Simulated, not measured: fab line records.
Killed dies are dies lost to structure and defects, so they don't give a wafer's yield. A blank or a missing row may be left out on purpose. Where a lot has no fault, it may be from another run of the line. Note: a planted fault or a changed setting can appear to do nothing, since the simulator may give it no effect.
Lot-split experiment | flow n5_finfet | 7 lots, 21 wafers read, on a route of 1938 steps

THE SPLIT
At N5_GATE_CUT_COAT_27 (time 60 s, resist thk 10 nm), the setting spin_rpm was moved away from the recipe's 1500 rpm on 3 of the 21 wafers read, by -9.7% to +9.4%. For the rest of the wafers, this setting stayed at what the recipe calls for.

FROM THE SPLIT TO THE READING: what the file shows between them, 3 steps
- N5_GATE_CUT_COAT_07: resist thk 30 nm
- N5_GATE_CUT_EBR_09
- N5_GATE_CUT_DESCUM_18: chemistry O2, time 7 s

THE READING
etch.depth_nm (the simulator's own value, which no gauge read), in nm, at N5_GATE_CUT_ETCH_28 (etches underlayer in N2/H2, target depth 13 nm, time 10.4 s). The file gives no usual value for it. Average 10.006 nm, standard deviation 0.028 nm, over the 18 wafers here run with the recipe.

wafer  | tool, chamber at the split | spin_rpm as run, rpm | against the recipe | etch.depth_nm, nm | against lot-mates on the recipe
L077.1 | litho_track-02, 0          | 1641                 | +9.4%              | 9.53              | -0.454
L077.2 | litho_track-02, 0          | 1500                 | recipe             | 9.984             | -
L077.3 | litho_track-02, 0          | 1641                 | +9.4%              | 9.557             | -0.427
L078.3 | litho_track-02, 0          | 1500                 | recipe             | 10.03             | -
L078.4 | litho_track-02, 0          | 1500                 | recipe             | 10                | -
L078.5 | litho_track-02, 0          | 1500                 | recipe             | 10.01             | -
L079.2 | litho_track-01, 0          | 1500                 | recipe             | 9.998             | -
L079.4 | litho_track-01, 0          | 1500                 | recipe             | 9.985             | -
L079.5 | litho_track-01, 0          | 1500                 | recipe             | 10.01             | -
L080.3 | litho_track-02, 0          | 1500                 | recipe             | 10.03             | -
L080.4 | litho_track-02, 0          | 1500                 | recipe             | 9.993             | -
L080.5 | litho_track-02, 0          | 1355                 | -9.7%              | 10.52             | +0.508
L091.4 | litho_track-02, 0          | 1500                 | recipe             | 10.06             | -
L091.5 | litho_track-02, 0          | 1500                 | recipe             | 10.06             | -
L091.6 | litho_track-02, 0          | 1500                 | recipe             | 10.04             | -
L094.2 | litho_track-01, 0          | 1500                 | recipe             | 9.961             | -
L094.3 | litho_track-01, 0          | 1500                 | recipe             | 10                | -
L094.4 | litho_track-01, 0          | 1500                 | recipe             | 9.979             | -
L095.2 | litho_track-04, 0          | 1500                 | recipe             | 9.967             | -
L095.3 | litho_track-04, 0          | 1500                 | recipe             | 9.983             | -
L095.5 | litho_track-04, 0          | 1500                 | recipe             | 10.01             | -

THE FIT
A straight line over all 21 wafers: etch.depth_nm changes by -0.0506 nm for each +1% of spin_rpm; r = -0.99; the points scatter about the line by 0.029 nm.
The same after taking each lot's own level away (the mean of its wafers on the recipe; 21 wafers): -0.049 nm for each +1%; r = -1.00; scatter 0.017 nm.
Per that fit: largest spin_rpm move, reading shift of 0.47 nm.
The span of the lots' own levels, 9.9800 to 10.0533 nm, comes to 2.6 times the standard deviation stated above.
So the lot-to-lot level changes the slope little: the two slopes agree.
Check: for one of the wafers moved furthest among these (-9.7%), held out of the fit, the line's prediction against its lot-mates is +0.453 nm. It came out at +0.508 nm against them.

ADDITIONAL SPLITS CARRIED BY THESE WAFERS
Other splits were also applied to these wafers ahead of the reading. Each is held against what the fit with the lots' levels taken away leaves over:
other split on the same wafers   | wafers away from the commonest value | r with etch.depth_nm (lot level and that fit taken away)
N5_HKMG_FIN_HK_ALD_01 ald_cycles | 8                                    | -0.35
N5_GATE_CUT_ETCH_58 bias_w       | 10                                   | +0.25

THE WHOLE CHAIN: every reading that the file lists as answering this split, in the file's order
step                | what it does                                                | reading                                                                                | change (the file's fit)                | r (the file's)
N5_GATE_CUT_COAT_27 | time 60 s, resist thk 10 nm                                 | underlayer_of_GATE_CUT_COAT_27.thk_nm (the simulator's own value, which no gauge read) | -0.0526 nm for each +1% of the setting | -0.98
N5_GATE_CUT_ETCH_28 | etches underlayer in N2/H2, target depth 13 nm, time 10.4 s | etch.depth_nm (the simulator's own value, which no gauge read)                         | -0.0499 nm for each +1% of the setting | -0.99

FILE'S OWN FIT
etch.depth_nm changes by -0.0499 nm for each +1% of spin_rpm, r = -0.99.
